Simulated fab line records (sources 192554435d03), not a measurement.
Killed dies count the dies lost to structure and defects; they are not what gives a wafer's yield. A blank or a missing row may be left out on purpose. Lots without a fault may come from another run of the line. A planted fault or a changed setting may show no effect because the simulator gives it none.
Which tool was responsible? :: flow n5_finfet :: 10 lots with 27 wafers sampled at 3 steps, on a route of 1938 steps

== WHAT THE GAUGES SHOWED, per wafer ==
N5_BEOL_M4_RC_MEAS_101.
lot: L796
measured: day 8 07:59
on: prober-01
IOFF_P_LONG (nA/um): 0.000111 0.000108 0.000111

lot: L798
measured: day 8 17:31
on: prober-01
IOFF_P_LONG (nA/um): 0.000104 9.6e-05

lot: L800
measured: day 9 16:17
on: prober-02
IOFF_P_LONG (nA/um): 0.000101 0.000113 0.0001

lot: L802
measured: day 10 06:08
on: prober-02
IOFF_P_LONG (nA/um): 9.8e-05 0.000105 0.000359

lot: L803
measured: day 9 20:46
on: prober-02
IOFF_P_LONG (nA/um): 0.0001 9.4e-05 8.9e-05

lot: L804
measured: day 10 11:07
on: prober-02
IOFF_P_LONG (nA/um): 0.000109 0.000112 0.000363

lot: L806
measured: day 10 23:02
on: prober-02
IOFF_P_LONG (nA/um): 0.000369 0.000368

lot: L814
measured: day 12 18:19
on: prober-01
IOFF_P_LONG (nA/um): 0.000102 0.000105 0.000104

lot: L815
measured: day 12 19:49
on: prober-02
IOFF_P_LONG (nA/um): 9.8e-05 9.6e-05 0.000104

lot: L816
measured: day 13 14:25
on: prober-02
IOFF_P_LONG (nA/um): 0.000112 0.000102

== EACH LOT AND THE TOOL THAT RAN IT (in order: tool; ch and the chambers of the sampled wafers; start) ==
lot: L796
N5_HKMG_FIN_CVD_62: thermal_cvd_si-02 ch 0,1,2, day 4 13:47
N5_HKMG_FIN_PWFM_ALD_03: ald_metal-04 ch 0,3, day 4 14:43

lot: L798
N5_HKMG_FIN_CVD_62: thermal_cvd_si-02 ch 2, day 5 02:24
N5_HKMG_FIN_PWFM_ALD_03: ald_metal-04 ch 3, day 5 03:10

lot: L800
N5_HKMG_FIN_CVD_62: thermal_cvd_si-02 ch 0,2, day 5 14:01
N5_HKMG_FIN_PWFM_ALD_03: ald_metal-02 ch 0,2,3, day 5 14:44

lot: L802
N5_HKMG_FIN_CVD_62: thermal_cvd_si-02 ch 0,1, day 6 06:01
N5_HKMG_FIN_PWFM_ALD_03: ald_metal-02 ch 0,1,3, day 6 06:44

lot: L803
N5_HKMG_FIN_CVD_62: thermal_cvd_si-01 ch 0,1,2, day 6 06:29
N5_HKMG_FIN_PWFM_ALD_03: ald_metal-01 ch 1,2, day 6 07:14

lot: L804
N5_HKMG_FIN_CVD_62: thermal_cvd_si-02 ch 0,1,2, day 6 12:29
N5_HKMG_FIN_PWFM_ALD_03: ald_metal-02 ch 0,3, day 6 13:09

lot: L806
N5_HKMG_FIN_CVD_62: thermal_cvd_si-02 ch 0, day 7 03:38
N5_HKMG_FIN_PWFM_ALD_03: ald_metal-02 ch 0,3, day 7 04:35

lot: L814
N5_HKMG_FIN_CVD_62: thermal_cvd_si-02 ch 1,2, day 9 01:54
N5_HKMG_FIN_PWFM_ALD_03: ald_metal-04 ch 0,2, day 9 02:37

lot: L815
N5_HKMG_FIN_CVD_62: thermal_cvd_si-01 ch 0,1,2, day 9 05:58
N5_HKMG_FIN_PWFM_ALD_03: ald_metal-04 ch 0,1,2, day 9 06:41

lot: L816
N5_HKMG_FIN_CVD_62: thermal_cvd_si-02 ch 0,1, day 9 13:16
N5_HKMG_FIN_PWFM_ALD_03: ald_metal-02 ch 0,2, day 9 14:01
- N5_HKMG_FIN_CVD_62: deposits a-Si from Si2H6, target thk 3 nm, time 20.8 s.
- N5_HKMG_FIN_PWFM_ALD_03: deposits TiN, target thk 2 nm, pulse time 1 s, purge time 3 s.

== THE ANSWER, worked out from the rows above alone ==
Rule: what is usual is taken from the lots themselves. The widest of any qualifying gaps counts: lots, ordered by their means at a reading, are off when they make up no more than a third of the lots, leave a main group of 4 or more, and stand apart from it by 3 or more times the standard deviation of that group's means. A main group is skipped when, at the precision printed for the reading in the tables above, its means are all equal. A lot without any number at a reading at which 4 lots or more have one is off too. Where the step has rows for the other lots, those lots are counted as sound.
Off: L802, L804, L806, at N5_BEOL_M4_RC_MEAS_101 (IOFF_P_LONG). Mean 0.000103 nA/um and standard deviation 4.9e-06 in the main group.
A tool fits if, at a process step before that reading, it ran every lot that is off, and no sound lot after the first of them. The gauges at N5_BEOL_M4_RC_MEAS_101 are tried like those tools. No candidate that was tried fits.

== WHAT WAS PUT IN BY THE SIMULATOR ==
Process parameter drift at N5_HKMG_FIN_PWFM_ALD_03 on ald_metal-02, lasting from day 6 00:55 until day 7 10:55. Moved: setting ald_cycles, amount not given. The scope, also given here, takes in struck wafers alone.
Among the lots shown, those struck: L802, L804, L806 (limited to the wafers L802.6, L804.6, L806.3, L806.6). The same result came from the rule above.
